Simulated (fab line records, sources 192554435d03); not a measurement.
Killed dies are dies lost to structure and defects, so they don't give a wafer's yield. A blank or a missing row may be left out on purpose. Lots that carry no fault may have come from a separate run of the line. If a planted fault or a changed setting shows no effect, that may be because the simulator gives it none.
Chamber matching	flow n5 finfet	N5_SDB_HM_DEP_00 on pecvd-02 has 3 sister chambers
The step deposits SiNx from SiH4/NH3/N2, target thk 40 nm, time 35.3 s. 3 wafers are shown with their chamber, then 10 later ones without.

== WAFERS WITH THEIR CHAMBER ==
wafer	chamber	throttle valve pct (%)
L082.5	1	37.6
L085.1	0	36.5
L085.3	2	39.0

== WAFERS WITH NO CHAMBER GIVEN ==
wafer	throttle valve pct (%)
L085.4	36.4
L089.1	39.1
L089.4	37.5
L089.6	39.0
L094.1	39.0
L094.2	36.7
L094.5	37.6
L097.1	37.0
L097.3	36.7
L097.5	38.0

== THE CHAMBER EACH PASSED THROUGH ==
wafer	from the rows above	in truth
L085.4	0	0
L089.1	2	2
L089.4	1	1
L089.6	2	2
L094.1	2	2
L094.2	0	0
L094.5	1	1
L097.1	can't be placed: 0 or 1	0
L097.3	0	0
L097.5	1	1
9 of 10 placed correctly. Not placeable from these rows: 1 (in 1, the candidates include the true chamber). Number placed wrongly: 0.
How it was worked out, from the rows above alone: a wafer's distance from a chamber is the root of the sum, over the readings, of the square of ((its reading less the chamber's mean) divided by the reading's scatter). The wafer belongs to the nearest chamber; if the next one is less than 2 further off, it can't be placed. The mean given for a chamber averages the wafers shown for that chamber. The scatter: root of mean squared gap, hidden wafer to nearest shown wafer, with one shown wafer a chamber.
